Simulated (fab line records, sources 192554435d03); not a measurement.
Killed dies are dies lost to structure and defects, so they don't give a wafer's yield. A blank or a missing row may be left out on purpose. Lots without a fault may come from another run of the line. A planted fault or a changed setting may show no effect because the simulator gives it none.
Chamber matching | flow n5_finfet | N5_FIN_SAQP_SPACER2_ETCHBACK_29 on rie_diel-04: 4 sister chambers
The step etches SiO2 in CHF3/O2, target depth 12.2 nm, time 6.1 s. 4 wafers are shown with their chamber, then 8 later ones without.

WAFERS WITH THEIR CHAMBER
wafer  | chamber | throttle_valve_pct (%)
L090.1 | 3       | 18.49
L090.2 | 1       | 18.73
L090.3 | 0       | 19.12
L092.1 | 2       | 18.91

WAFERS WITHOUT THEIR CHAMBER
wafer  | throttle_valve_pct (%)
L092.4 | 18.49
L092.6 | 18.51
L094.1 | 18.51
L094.2 | 18.93
L094.5 | 19.14
L095.1 | 18.49
L095.2 | 18.93
L095.5 | 18.74

WHICH CHAMBER EACH WENT THROUGH
wafer  | from the rows above | in truth
L092.4 | 3                   | 3
L092.6 | 3                   | 3
L094.1 | 3                   | 3
L094.2 | 2                   | 2
L094.5 | 0                   | 0
L095.1 | 3                   | 3
L095.2 | 2                   | 2
L095.5 | 1                   | 1
Placed correctly: 8 of 8. Can't be placed from these rows: 0. Placed wrongly: 0.
How it was worked out, from the rows above alone: a wafer's distance from a chamber is the root of the sum, over the readings, of the square of ((its reading less the chamber's mean) divided by the reading's scatter). The wafer belongs to the nearest chamber; if the next one is less than 2 further off, it can't be placed. A chamber's mean is the mean of its shown wafers. The scatter: with one shown wafer a chamber, the root of the mean of the squares of how far each hidden wafer lies from its nearest shown one.
